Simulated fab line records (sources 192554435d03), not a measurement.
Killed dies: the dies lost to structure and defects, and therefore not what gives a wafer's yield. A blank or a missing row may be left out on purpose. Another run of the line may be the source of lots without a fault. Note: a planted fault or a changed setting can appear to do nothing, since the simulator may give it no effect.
fab line records	flow n5-finfet
record: lots: 7	wafers: 21
route steps=1938 shown BEOL_M15@1797 MIM_TOP_ETCH@1853 MIM_BOT_LITHO@1860 MIM_BOT_ETCH@1868 PASSIVATION@1921
start-h: the number of hours between the record's first day and the start of the first shown wafer of the lot	wait-h: hours elapsed since this lot's preceding step	" as in the row above	L1.1+2: one row covering several wafers at once	- value missing, or start not given	* or withheld: withheld	< > ~ a bound
route shown NAME@n: names a module that has steps shown in the file, with the first one's number in the route	usual: mean and standard deviation over wafers with no fault	same: alike in all rows	chamber/n: place in a boat	sites: each site's reading	_std_site: the values' standard deviation	_edge_site: mean of outer sites minus mean of inner sites	radius-mm: how far each site lies from the wafer's centre	mask NAME#n: copy n	behind: tool/chamber where the wafer was last shaped	hold: the reason the lot was held/the length of the hold in hours/how it ended	device: the transistor (n, p or np) that didn't switch	end of line: the same wafers' tests at the end of the route	step lacking rows: just its recipe	killed: dies that structure and defects cost at the first sort, which is not the same as the wafer's yield	map: per-die view of a wafer (x killed, . not killed, _ where there is no die)
set.NAME: the run value of the setting; set.NAME@STEP: its run value at that earlier step	model.NAME: the simulator's own value behind a step, which no gauge read
lots where settings were altered on purpose, with a table for each step and a row for each wafer
== steps ==
step: N5_BEOL_M15_COAT_22
recipe: spin-rpm: 1704	resist-thk-nm: 800
lot.wafer	tool	chamber	start-h	wait-h	set.spin-rpm	model.coat_of_BEOL_M15_COAT_22.thk-nm
L074.2	litho-track-04	0	-	-	1704	799
L074.3	"	0	"	"	1704	798.2
L074.5	"	0	"	"	1704	796.6
L078.3	litho-track-01	0	-	-	1704	797.4
L078.5	"	0	"	"	1704	796.6
L078.6	"	0	"	"	1704	798.4
L082.3	litho-track-04	0	-	-	1704	801.4
L082.5	"	0	"	"	1704	804.2
L082.6	"	0	"	"	1704	800.8
L085.1	litho-track-04	0	-	-	1813	782.4
L085.2	"	0	"	"	1813	779.8
L085.6	"	0	"	"	1704	803.4
L091.2	litho-track-03	0	-	-	1704	801.6
L091.3	"	0	"	"	1704	799.8
L091.5	"	0	"	"	1775	785.2
L090.2	litho-track-01	0	-	-	1868	765.4
L090.4	"	0	"	"	1704	801
L090.5	"	0	"	"	1868	767
L094.3+5	litho-track-03	0	-	-	1704	801.8
L094.4	"	0	"	"	1704	799.6
step: N5_BEOL_M15_EBR_24
recipe: solvent: PGMEA	ebr-width-mm: 1.5
step: N5_BEOL_M15_SOFTBAKE_23
recipe: temp-c: 130	time-s: 60
step: N5_BEOL_M15_DESCUM_33
recipe: chemistry: O2	time-s: 7.9	source-power-w: 50	bias-power-w: 20	pressure-mtorr: 20	rf-frequency-hz: 2.712e+07	temp-c: 40	o2-flow-sccm: 225
step: N5_BEOL_M15_ETCH_61
recipe: chemistry: N2/H2	target: BARC	target-depth-a: 890	overetch-a: 267	time-s: 67.9	ion-energy-ev: 200	pressure-mtorr: 30	source-w: 840	bias-w: 150	n2-flow-sccm: 200	h2-flow-sccm: 200
lot.wafer	tool	chamber	start-h	wait-h	set.spin-rpm@BEOL_M15_COAT_22	model.coat_of_BEOL_M15_COAT_22.thk-nm
L074.2	rie-diel-05	2	269.90	0.0	1704	716.8
L074.3	"	1	"	"	1704	714.8
L074.5	"	3	"	"	1704	713
L078.3	rie-diel-06	2	294.74	0.0	1704	716
L078.5	"	2	"	"	1704	715
L078.6	"	1	"	"	1704	715.8
L082.3	rie-diel-06	0	326.59	0.0	1704	719
L082.5	"	0	"	"	1704	721.6
L082.6	"	3	"	"	1704	717
L085.1	rie-diel-06	3	347.46	0.0	1813	698.8
L085.2	"	1	"	"	1813	696.8
L085.6	"	3	"	"	1704	720
L091.2	rie-diel-05	2	375.79	0.0	1704	717.4
L091.3	"	3	"	"	1704	717
L091.5	"	1	"	"	1775	702.8
L090.2	rie-diel-05	2	379.27	0.0	1868	680.2
L090.4	"	1	"	"	1704	717.6
L090.5	"	2	"	"	1868	682
L094.3	rie-diel-06	3	388.51	0.0	1704	719.8
L094.4	"	2	"	"	1704	718.8
L094.5	"	3	"	"	1704	719.2
step: N5_BEOL_M15_TRENCH_ETCH_34
recipe: chemistry: C4F8/O2/Ar	target: SiO2	target-depth-a: 8729.3	he-inner-torr: 15	he-outer-torr: 30	time-s: 199	ion-energy-ev: 800	pressure-mtorr: 20	source-w: 1905	bias-w: 2040	Ar_flow_sccm: 400	C4F8_flow_sccm: 16	O2_flow_sccm: 12
lot.wafer	tool	chamber	start-h	wait-h	set.spin-rpm@BEOL_M15_COAT_22	model.coat_of_BEOL_M15_COAT_22.thk-nm
L074.2	rie-diel-05	2	269.96	0.0	1704	543.4
L074.3	"	1	"	"	1704	537.2
L074.5	"	3	"	"	1704	536.8
L078.3	rie-diel-06	2	294.79	0.0	1704	539.6
L078.5	"	2	"	"	1704	539.2
L078.6	"	1	"	"	1704	537.2
L082.3	rie-diel-06	0	326.64	0.0	1704	546.6
L082.5	"	0	"	"	1704	548
L082.6	"	3	"	"	1704	541.4
L085.1	rie-diel-06	3	347.51	0.0	1813	521.8
L085.2	"	1	"	"	1813	518.6
L085.6	"	3	"	"	1704	541
L091.2	rie-diel-05	2	375.84	0.0	1704	538.4
L091.3	"	3	"	"	1704	539.2
L091.5	"	1	"	"	1775	525.6
L090.2	rie-diel-05	2	379.32	0.0	1868	500.4
L090.4	"	1	"	"	1704	542.4
L090.5	"	2	"	"	1868	504.4
L094.3	rie-diel-06	3	388.56	0.0	1704	544.4
L094.4	"	2	"	"	1704	546.4
L094.5	"	3	"	"	1704	545
step: N5_MIM_TOP_ETCH_PECVD_03
recipe: material: SiNx	target-thk-a: 200	temp-c: 400	precursor: SiH4/NH3/N2	pressure-torr: 1.5	rf-w: 300	time-s: 17.6
lot.wafer	tool	chamber	start-h	wait-h	set.time-s	model.SiNx_of_MIM_TOP_ETCH_PECVD_03.thk-nm
L074.2	pecvd-02	2	277.78	-	16.77	19
L074.3	"	1	"	"	17.6	20
L074.5	"	2	"	"	16.77	19.6
L078.3	pecvd-02	2	308.63	-	16.51	18.8
L078.5	"	2	"	"	16.51	19
L078.6	"	1	"	"	17.6	20
L082.3	pecvd-02	1	337.64	-	18.57	21
L082.5+6	"	0,1	"	"	18.57	21.2
L085.1	pecvd-02	0	354.65	-	17.6	20
L085.2	"	1	"	"	15.53	17.6
L085.6	"	1	"	"	17.6	20.2
L090.2	pecvd-02	0	393.58	-	16.41	18.4
L090.4	"	2	"	"	16.41	18.8
L090.5	"	1	"	"	16.41	19.2
L091.2	pecvd-01	2	403.58	-	17.6	19.4
L091.3	"	0	"	"	17.6	19.6
L091.5	"	0	"	"	17.6	19.8
L094.3+4	pecvd-04	0,2	404.05	-	17.6	20.2
L094.5	"	2	"	"	17.6	20
step: N5_MIM_BOT_LITHO_DEVELOP_07
recipe: develop-time-s: 60	rinse-liquid: diw	dry: air-spin	dev-temp-c: 21
lot.wafer	tool	chamber	start-h	wait-h	set.develop-time-s
L074.2+3	litho-track-04	0	-	-	55.84
L074.5	"	0	"	"	60
L078.3+5	litho-track-02	0	-	-	68.12
L078.6	"	0	"	"	60
L082.3+5+6	litho-track-04	0	-	-	60
L085.1+2+6	litho-track-02	0	-	-	60
L090.2	litho-track-04	0	-	-	60
L090.4+5	"	0	"	"	67.07
L091.2+3+5	litho-track-04	0	-	-	60
L094.3+4+5	litho-track-02	0	-	-	60
step: N5_MIM_BOT_LITHO_HARDBAKE_09
recipe: temp-c: 130	time-s: 120
step: N5_MIM_BOT_LITHO_CD_MEAS_08
recipe: target-cd-nm: 3000	landing-energy-ev: 500	detector: se-inlens	polarity: opening
usual: cd-nm: 3000.2/1.1
lot.wafer	tool	chamber	start-h	wait-h	set.develop-time-s@MIM_BOT_LITHO_DEVELOP_07	cd-nm
L074.2	cd-sem-03	0	278.14	-	55.84	2998.9
L074.3	"	0	"	"	55.84	2999.2
L074.5	"	0	"	"	60	3001.1
L078.3	cd-sem-03	0	309.11	-	68.12	3005.5
L078.5	"	0	"	"	68.12	3004.3
L078.6	"	0	"	"	60	3001.1
L082.3	cd-sem-01	0	338.12	-	60	2999.4
L082.5	"	0	"	"	60	2999.7
L082.6	"	0	"	"	60	2999.6
L085.1	cd-sem-01	0	355.13	-	60	2999.1
L085.2	"	0	"	"	60	2999.4
L085.6	"	0	"	"	60	3000.3
L090.2	cd-sem-02	0	393.93	-	60	2999.4
L090.4	"	0	"	"	67.07	3003.6
L090.5	"	0	"	"	67.07	3002.3
L091.2	cd-sem-02	0	403.94	-	60	2999.9
L091.3	"	0	"	"	60	3000.1
L091.5	"	0	"	"	60	2999.4
L094.3	cd-sem-01	0	405.71	-	60	3001.4
L094.4	"	0	"	"	60	3000.8
L094.5	"	0	"	"	60	3001.7
step: N5_MIM_BOT_ETCH_ETCH_00
recipe: chemistry: Cl2/BCl3	target: TiN	target-depth-a: 455	ion-energy-ev: 150	pressure-mtorr: 10	icp-w: 1000	bias-w: 126	Cl2_flow_sccm: 53.25	bcl3-flow-sccm: 21.75	Ar_flow_sccm: 25
step: N5_MIM_BOT_ETCH_STRIP_01
recipe: chemistry: O2	power-w: 600	temp-c: 60	pressure-mtorr: 30	rf-frequency-hz: 6e+07	bias-power-w: 0	overash-fraction: 0.5	o2-flow-sccm: 225
step: N5_MIM_BOT_ETCH_STRIP_02
recipe: chemistry: post-etch-residue-remover	time-s: 1200	temp-c: 72.5
lot.wafer	tool	chamber	start-h	wait-h	set.time-s@MIM_TOP_ETCH_PECVD_03	set.develop-time-s@MIM_BOT_LITHO_DEVELOP_07	model.SiNx_of_MIM_TOP_ETCH_PECVD_03.thk-nm
L074.2	wet-bench-02	2	278.79	-	16.77	55.84	18.6
L074.3	"	5	"	"	17.6	55.84	19.6
L074.5	"	4	"	"	16.77	60	19.2
L078.3	wet-bench-05	0	309.80	-	16.51	68.12	18.6
L078.5	"	7	"	"	16.51	68.12	18.8
L078.6	"	1	"	"	17.6	60	19.6
L082.3	wet-bench-05	6	339.01	-	18.57	60	20.6
L082.5+6	"	7,1	"	"	18.57	60	20.8
L085.1	wet-bench-04	1	355.68	-	17.6	60	19.6
L085.2	"	7	"	"	15.53	60	17.2
L085.6	"	2	"	"	17.6	60	19.8
L090.2	wet-bench-04	4	394.48	-	16.41	60	18
L090.4	"	2	"	"	16.41	67.07	18.6
L090.5	"	3	"	"	16.41	67.07	18.8
L091.2	wet-bench-05	7	404.49	-	17.6	60	19
L091.3	"	2	"	"	17.6	60	19.2
L091.5	"	0	"	"	17.6	60	19.4
L094.3+4	wet-bench-04	3,7	406.56	-	17.6	60	19.8
L094.5	"	1	"	"	17.6	60	19.6
step: N5_PASSIVATION_EXPOSE_41
recipe: mask-id: PASS_OPEN	na: 0.55	defocus-nm: 0	source-shape: conventional	sigma-outer: 0.8	polarization: unpolarized	target-cd-nm: 40000	dose-mj: 57.25
lot.wafer	tool	chamber	start-h	wait-h	mask	set.dose-mj
L074.2+3+5	krf-scanner-01	0	286.74	-	PASS_OPEN#0	57.25
L078.3+5+6	krf-scanner-01	0	314.89	-	PASS_OPEN#0	57.25
L082.3+6	krf-scanner-02	0	344.64	-	PASS_OPEN#0	53.04
L082.5	"	0	"	"	PASS_OPEN#0	57.25
L085.1+2+6	krf-scanner-01	0	363.69	-	PASS_OPEN#0	57.25
L090.2+4	krf-scanner-01	0	398.81	-	PASS_OPEN#0	57.25
L090.5	"	0	"	"	PASS_OPEN#0	55.1
L091.2+5	krf-scanner-02	0	408.72	-	PASS_OPEN#0	60.53
L091.3	"	0	"	"	PASS_OPEN#0	57.25
L094.3+4+5	krf-scanner-01	0	411.55	-	PASS_OPEN#0	57.25
step: N5_PASSIVATION_PEB_42
recipe: peb-temp-c: withheld	peb-time-s: *
step: N5_PASSIVATION_DEVELOP_43
recipe: develop-time-s: 60	rinse-liquid: diw	dry: air-spin	dev-temp-c: 21
step: N5_PASSIVATION_HARDBAKE_45
recipe: temp-c: 130	time-s: 120
step: N5_PASSIVATION_CD_MEAS_44
recipe: target-cd-nm: 40000	landing-energy-ev: 500	detector: se-inlens
usual: cd-nm: 40000/2.7
lot.wafer	tool	chamber	start-h	wait-h	set.dose-mj@PASSIVATION_EXPOSE_41	cd-nm
L074.2	cd-sem-01	0	286.91	-	57.25	39997
L074.3	"	0	"	"	57.25	40000
L074.5	"	0	"	"	57.25	39999
L078.3	cd-sem-03	0	315.06	-	57.25	40003
L078.5	"	0	"	"	57.25	39999
L078.6	"	0	"	"	57.25	40003
L082.3	cd-sem-02	0	344.81	-	53.04	39977
L082.5	"	0	"	"	57.25	40005
L082.6	"	0	"	"	53.04	39970
L085.1	cd-sem-01	0	363.87	-	57.25	40003
L085.2	"	0	"	"	57.25	40005
L085.6	"	0	"	"	57.25	40003
L090.2	cd-sem-01	0	398.98	-	57.25	39998
L090.4	"	0	"	"	57.25	39995
L090.5	"	0	"	"	55.1	39984
L091.2	cd-sem-01	0	408.90	-	60.53	40021
L091.3	"	0	"	"	57.25	40000
L091.5	"	0	"	"	60.53	40022
L094.3	cd-sem-01	0	411.72	-	57.25	40001
L094.4	"	0	"	"	57.25	40004
L094.5	"	0	"	"	57.25	40002
== key ==
split: step: N5_BEOL_M15_COAT_22	setting: spin-rpm	stated: 1704	by: wafer
response: step: N5_BEOL_M15_COAT_22	reading: model.coat_of_BEOL_M15_COAT_22.thk-nm	change: -3.59	per: 1%	r: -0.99
response: step: N5_BEOL_M15_ETCH_61	reading: model.coat_of_BEOL_M15_COAT_22.thk-nm	change: -3.67	per: 1%	r: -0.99
response: step: N5_BEOL_M15_TRENCH_ETCH_34	reading: model.coat_of_BEOL_M15_COAT_22.thk-nm	change: -3.8	per: 1%	r: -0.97
split: step: N5_MIM_TOP_ETCH_PECVD_03	setting: time-s	stated: 17.6	by: wafer
response: step: N5_MIM_TOP_ETCH_PECVD_03	reading: model.SiNx_of_MIM_TOP_ETCH_PECVD_03.thk-nm	change: +0.199	per: 1%	r: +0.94
response: step: N5_MIM_BOT_ETCH_STRIP_02	reading: model.SiNx_of_MIM_TOP_ETCH_PECVD_03.thk-nm	change: +0.192	per: 1%	r: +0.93
split: step: N5_MIM_BOT_LITHO_DEVELOP_07	setting: develop-time-s	stated: 60	by: wafer
response: step: N5_MIM_BOT_LITHO_CD_MEAS_08	reading: cd-nm	change: +0.292	per: 1%	r: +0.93
response: step: N5_MIM_BOT_ETCH_STRIP_02	reading: model.SiNx_of_MIM_TOP_ETCH_PECVD_03.thk-nm	slope: +0.0502	per: 1%	together-with: time-s@MIM_TOP_ETCH_PECVD_03	explained: 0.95
split: step: N5_PASSIVATION_EXPOSE_41	setting: dose-mj	stated: 57.25	by: wafer
response: step: N5_PASSIVATION_CD_MEAS_44	reading: cd-nm	change: +3.96	per: 1%	r: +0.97
